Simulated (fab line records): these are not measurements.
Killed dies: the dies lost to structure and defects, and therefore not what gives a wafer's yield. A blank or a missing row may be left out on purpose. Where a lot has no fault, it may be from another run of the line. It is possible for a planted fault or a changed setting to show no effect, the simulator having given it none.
Which of the tools did it?	flow nand_harc	24 lots with 72 wafers sampled at 3 steps, on a route of 1302 steps

## WHAT THE GAUGES READ, wafer by wafer
NHARC_A_CONTACT_OVL_MEAS_43.
lot	measured	on	overlay_x_nm (nm)	overlay_y_nm (nm)
L074	day 21 05:41	overlay-01	0.4 1.3 1.1	0.4 0.3 0.1
L075	day 21 22:57	overlay-01	0.3 0.8 0.3	-0.6 -0.7 -0.9
L076	day 21 23:36	overlay-02	1.2 1.6 1.4	0.5 0.8 0.0
L077	day 22 02:10	overlay-01	0.3 0.9 0.3	1.1 1.0 1.3
L078	day 22 13:46	overlay-01	0.3 0.5 0.1	-2.3 -2.0 -1.8
L079	day 23 01:08	overlay-01	-0.3 -0.7 -1.0	1.3 1.1 0.7
L080	day 23 22:50	overlay-01	1.0 0.4 -0.4	-1.1 -1.6 -1.4
L081	day 24 16:56	overlay-02	1.7 1.4 1.8	0.5 -0.1 0.0
L083	day 25 05:58	overlay-02	-0.5 -1.0 -0.6	-0.4 0.2 0.2
L082	day 25 15:31	overlay-01	0.3 0.8 0.1	-1.5 -1.2 -1.6
L084	day 25 22:02	overlay-01	0.3 -0.8 0.2	-1.7 -2.0 -1.1
L085	day 26 01:22	overlay-01	-0.9 -1.4 -0.9	0.4 0.9 0.9
L086	day 27 00:44	overlay-02	0.1 0.1 0.0	-0.8 -1.5 -0.9
L087	day 27 05:28	overlay-02	-0.4 -0.5 -1.1	0.7 0.2 -0.2
L088	day 27 07:25	overlay-02	0.2 0.8 0.1	0.2 0.5 0.5
L091	day 27 19:22	overlay-02	-0.9 -0.9 -1.2	1.0 0.6 0.9
L089	day 27 23:31	overlay-01	-0.5 -0.7 -0.5	0.6 0.4 0.3
L090	day 28 02:47	overlay-02	-1.5 -1.6 -1.2	0.4 0.1 0.0
L092	day 28 20:40	overlay-01	1.1 0.9 0.5	0.3 0.2 0.1
L094	day 29 03:55	overlay-02	0.1 0.8 1.0	-0.2 -0.3 -1.0
L093	day 29 09:29	overlay-01	0.6 0.2 -0.6	0.7 -0.1 0.2
L095	day 30 02:24	overlay-01	1.1 1.0 0.8	-0.4 -0.1 -0.6
L097	day 31 01:38	overlay-01	0.2 0.2 0.7	0.9 0.7 0.7
L096	day 31 13:44	overlay-02	0.1 0.8 1.0	-0.1 0.0 -0.3

NHARC_A_CONTACT_CD_MEAS_53.
lot	measured	on	cd_nm (nm)
L074	day 21 11:47	cd_sem-01	288.5 288.5 289.3
L075	day 22 04:10	cd_sem-01	290.2 289.9 289.5
L076	day 22 04:48	cd_sem-01	287.9 288.8 287.9
L077	day 22 07:22	cd_sem-03	288.8 288.4 288.8
L078	day 22 19:19	cd_sem-03	290.9 290.0 289.9
L079	day 23 06:27	cd_sem-01	290.3 290.5 290.1
L080	day 24 04:05	cd_sem-03	289.4 289.3 290.1
L081	day 24 22:30	cd_sem-03	290.3 290.8 289.8
L083	day 25 11:11	cd_sem-01	289.5 289.4 290.3
L082	day 25 20:47	cd_sem-02	289.5 289.9 289.5
L084	day 26 03:13	cd_sem-01	288.1 287.6 287.7
L085	day 26 06:33	cd_sem-01	288.3 288.6 288.7
L086	day 27 06:47	cd_sem-02	287.8 288.3 289.1
L087	day 27 10:39	cd_sem-02	287.5 287.1 287.3
L088	day 27 12:39	cd_sem-03	290.5 290.0 290.6
L091	day 28 00:34	cd_sem-03	290.4 290.5 290.5
L089	day 28 04:47	cd_sem-02	287.7 288.5 288.8
L090	day 28 08:01	cd_sem-01	289.1 289.2 289.3
L092	day 29 01:55	cd_sem-02	287.8 288.0 287.0
L094	day 29 09:36	cd_sem-03	288.9 289.3 289.0
L093	day 29 15:20	cd_sem-02	289.0 288.4 289.1
L095	day 30 07:35	cd_sem-03	289.3 289.9 289.6
L097	day 31 06:56	cd_sem-02	289.3 290.2 289.7
L096	day 31 19:05	cd_sem-02	290.2 289.3 289.5

NHARC_A_CONTACT_OVL_MEAS_70.
lot	measured	on	overlay_x_nm (nm)	overlay_y_nm (nm)
L074	day 21 16:56	overlay-01	0.3 0.6 0.3	0.7 -0.3 0.0
L075	day 22 09:35	overlay-01	-0.6 -0.5 0.3	-0.4 0.0 0.0
L076	day 22 09:49	overlay-02	0.2 0.9 0.9	-0.7 0.0 0.0
L077	day 22 12:18	overlay-02	0.6 0.4 0.3	0.7 0.4 0.0
L078	day 23 01:00	overlay-02	0.2 0.0 -0.2	-2.5 -2.0 -2.1
L079	day 23 11:31	overlay-01	-0.3 -0.1 -0.8	-1.2 -1.4 -1.5
L080	day 24 11:17	overlay-02	0.8 0.2 0.1	-0.8 -0.5 -0.7
L081	day 25 03:28	overlay-02	-0.1 -0.6 -0.7	-0.5 -0.5 -0.7
L083	day 25 16:24	overlay-02	-1.0 -1.2 -1.7	0.2 0.5 0.2
L082	day 26 04:43	overlay-01	0.7 1.3 0.7	-0.8 -0.8 -0.9
L084	day 26 10:54	overlay-01	1.0 0.8 1.4	0.4 0.1 0.6
L085	day 26 12:36	overlay-01	-0.9 -0.7 -0.5	0.5 0.3 0.6
L086	day 27 11:48	overlay-02	-0.4 -0.2 0.0	-0.9 -1.0 -0.4
L087	day 27 18:11	overlay-01	-1.3 -0.9 -1.3	0.6 0.7 -0.2
L088	day 27 18:40	overlay-02	-1.0 -0.9 -0.6	1.0 1.3 0.3
L091	day 28 05:58	overlay-02	-0.4 -0.2 -0.6	-0.8 -0.5 0.0
L089	day 28 10:15	overlay-02	0.2 -0.1 -0.3	-0.9 -0.7 -0.3
L090	day 28 13:06	overlay-01	-0.5 -0.9 -1.2	-0.1 -0.9 -0.5
L092	day 29 08:54	overlay-01	0.8 0.7 0.6	0.1 0.6 0.9
L094	day 29 15:52	overlay-01	0.6 1.0 0.0	1.2 1.4 1.4
L093	day 29 23:14	overlay-01	0.8 0.4 0.9	-0.2 -0.1 0.4
L095	day 30 12:36	overlay-01	-0.3 0.1 -0.3	-1.4 -1.1 -1.1
L097	day 31 12:06	overlay-01	1.5 1.0 1.1	-0.1 -0.8 -1.0
L096	day 32 05:13	overlay-02	2.1 1.9 1.7	1.5 0.7 1.3

## WHAT TOOL EACH LOT RAN ON (gives the tool, then ch and the chambers of the sampled wafers, and finally the start)
Record: no process step prior to these readings.

## WHAT THE TOOLS THEMSELVES READ (means of the sampled wafers that have a number; where no wafer has one, the mark that the record gives instead)
The record holds no such reading with a usual standard deviation.

## THE ANSWER, worked out from the rows above alone
Rule: what is usual is taken from the lots themselves. Put in order of their means at a reading, lots are off if they are a third of the lots or fewer, leave a main group of 4 or more, and stand apart from it by a gap of 3 or more times the standard deviation of the main group's means; of several such gaps the widest counts. A main group is skipped when, at the precision printed for the reading in the tables above, its means are all equal. A lot without any number at a reading at which 4 lots or more have one is off too. Where the step has rows for the other lots, those lots are counted as sound. First the gauges in route order, then the tools' own readings, where a lot's mean is used as printed above. At the first step where some lot is off, the reading lying furthest off is the one used; lots without a number count as furthest.
Nothing can be told from this: no lot is off at any reading shown.

## WHAT THE SIMULATOR HAD PUT IN
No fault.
